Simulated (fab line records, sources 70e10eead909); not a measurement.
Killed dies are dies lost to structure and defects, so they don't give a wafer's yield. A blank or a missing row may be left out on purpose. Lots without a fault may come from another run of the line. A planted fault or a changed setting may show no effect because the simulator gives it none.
Chamber matching | flow nand_harc | NHARC_A_CONTACT_ALD_18 on ald_metal-03: 4 sister chambers
The step deposits TiN, target thk 3 nm, pulse time 1 s, ald cycles 150. 4 wafers are shown with their chamber, then 9 later ones without.

WAFERS WITH THEIR CHAMBER
wafer  | chamber | heater_power_w (W)
L085.1 | 3       | 958
L091.1 | 2       | 939
L091.2 | 1       | 1121
L091.3 | 0       | 1250

WAFERS WITHOUT THEIR CHAMBER
wafer  | heater_power_w (W)
L094.1 | 1072
L094.2 | 918
L094.5 | 1094
L095.3 | 913
L095.4 | 1105
L095.6 | 1230
L096.1 | 921
L096.2 | 1151
L096.6 | 1057

WHICH CHAMBER EACH WENT THROUGH
wafer  | from the rows above          | in truth
L094.1 | can't be placed: 1 or 3      | 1
L094.2 | can't be placed: 2 or 3      | 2
L094.5 | 1                            | 1
L095.3 | can't be placed: 2 or 3      | 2
L095.4 | 1                            | 1
L095.6 | 0                            | 0
L096.1 | can't be placed: 2 or 3      | 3
L096.2 | 1                            | 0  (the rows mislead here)
L096.6 | can't be placed: 1 or 3 or 2 | 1
Placed correctly: 3 of 9. Can't be placed from these rows: 5 (the true chamber is among the candidates in 5). Placed wrongly: 1.
How it was worked out, from the rows above alone: a wafer's distance from a chamber is the root of the sum, over the readings, of the square of ((its reading less the chamber's mean) divided by the reading's scatter). The wafer belongs to the nearest chamber; if the next one is less than 2 further off, it can't be placed. A chamber's mean is the mean of its shown wafers. The scatter: with one shown wafer a chamber, the root of the mean of the squares of how far each hidden wafer lies from its nearest shown one.
